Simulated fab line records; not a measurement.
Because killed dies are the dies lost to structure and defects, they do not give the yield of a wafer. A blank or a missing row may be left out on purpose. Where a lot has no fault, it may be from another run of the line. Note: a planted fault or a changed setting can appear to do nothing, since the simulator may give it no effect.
Which tool did it? -- flow nandHarc -- 11 lots, 33 wafers sampled, at 4 steps of a route of 1159

WHAT EACH GAUGE READ, for each wafer
NHARC_A_M1_THK_MEAS_24: measures by xrf.
lot,measured,on,thkNm (nm)
L890,day 18 02:55,filmMetro-02,156.2 156.1 153.7
L888,day 18 04:50,filmMetro-01,154.9 153.2 152.2
L889,day 18 11:29,filmMetro-01,154.2 153.1 152.3
L894,day 20 08:04,filmMetro-02,155.4 155.4 155.0
L902,day 20 21:26,filmMetro-01,156.7 155.1 154.7
L898,day 21 04:58,filmMetro-02,29.5 31.6 28.3
L901,day 21 17:56,filmMetro-02,30.1 28.4 29.6
L903,day 21 19:49,filmMetro-01,30.6 31.0 30.4
L904,day 22 03:20,filmMetro-01,155.2 153.3 153.3
L909,day 23 15:40,filmMetro-02,154.5 154.0 155.8
L910,day 24 08:26,filmMetro-01,155.7 156.0 155.6

TOOL THAT RAN EACH LOT (tool first, then ch and the chambers of the sampled wafers, then the start)
lot,NHARC_A_M1_ECD_22,NHARC_A_M1_ANNEAL_31,NHARC_A_M1_CMP_23
L890,"ecdCu-02 ch 0,1, day 18 01:55","rtpAnneal-02 ch 0, day 18 02:17","cmp-01 ch 0,2,3, day 18 02:35"
L888,"ecdCu-01 ch 0,1, day 18 03:56","rtpAnneal-01 ch 0, day 18 04:16","cmp-01 ch 0,2,3, day 18 04:36"
L889,"ecdCu-01 ch 0,1, day 18 10:26","rtpAnneal-02 ch 0, day 18 10:49","cmp-04 ch 0,2,3, day 18 11:13"
L894,"ecdCu-02 ch 0,1, day 20 07:02","rtpAnneal-02 ch 0, day 20 07:25","cmp-01 ch 1,2, day 20 07:46"
L902,"ecdCu-01 ch 0,1, day 20 20:24","rtpAnneal-01 ch 0, day 20 20:50","cmp-04 ch 1,3, day 20 21:07"
L898,"ecdCu-01 ch 0,1, day 21 03:56","rtpAnneal-01 ch 0, day 21 04:18","cmp-01 ch 1,2,3, day 21 04:39"
L901,"ecdCu-01 ch 0,1, day 21 16:52","rtpAnneal-01 ch 0, day 21 17:16","cmp-02 ch 0,1, day 21 17:38"
L903,"ecdCu-02 ch 0,1, day 21 18:37","rtpAnneal-02 ch 0, day 21 19:00","cmp-02 ch 0,1, day 21 19:29"
L904,"ecdCu-02 ch 0,1, day 22 02:20","rtpAnneal-01 ch 0, day 22 02:43","cmp-02 ch 0,2,3, day 22 03:01"
L909,"ecdCu-02 ch 0,1, day 23 14:22","rtpAnneal-01 ch 0, day 23 14:49","cmp-02 ch 0,1,3, day 23 15:23"
L910,"ecdCu-02 ch 1, day 24 07:05","rtpAnneal-01 ch 0, day 24 07:33","cmp-04 ch 0,1, day 24 08:09"
- NHARC_A_M1_ECD_22: material Cu, target thk 400 nm.
- NHARC_A_M1_ANNEAL_31: time 90 s.
- NHARC_A_M1_CMP_23: polishes, t overpolish 20 s, target thk 154.34 nm.

THE ANSWER, worked out from the rows above alone
Rule: the usual values come from the lots themselves. Put in order of their means at a reading, lots are off if they are a third of the lots or fewer, leave a main group of 4 or more, and stand apart from it by a gap of 3 or more times the standard deviation of the main group's means; of several such gaps the widest counts. The tables above print the reading to a certain number of digits; a main group whose means all agree to those digits is not used. A lot without any number at a reading at which 4 lots or more have one is off too. The other lots that the step has rows for count as sound.
Off: L898, L901, L903, at NHARC_A_M1_THK_MEAS_24 (thkNm). Main group: mean 154.7 nm, sd 0.93.
A tool fits if, at a process step before that reading, it ran every lot that is off, and no sound lot after the first of them. Gauges at NHARC_A_M1_THK_MEAS_24: tried the same way as those tools. Not one of the candidates tried fits.

WHAT THE SIMULATOR PUT IN
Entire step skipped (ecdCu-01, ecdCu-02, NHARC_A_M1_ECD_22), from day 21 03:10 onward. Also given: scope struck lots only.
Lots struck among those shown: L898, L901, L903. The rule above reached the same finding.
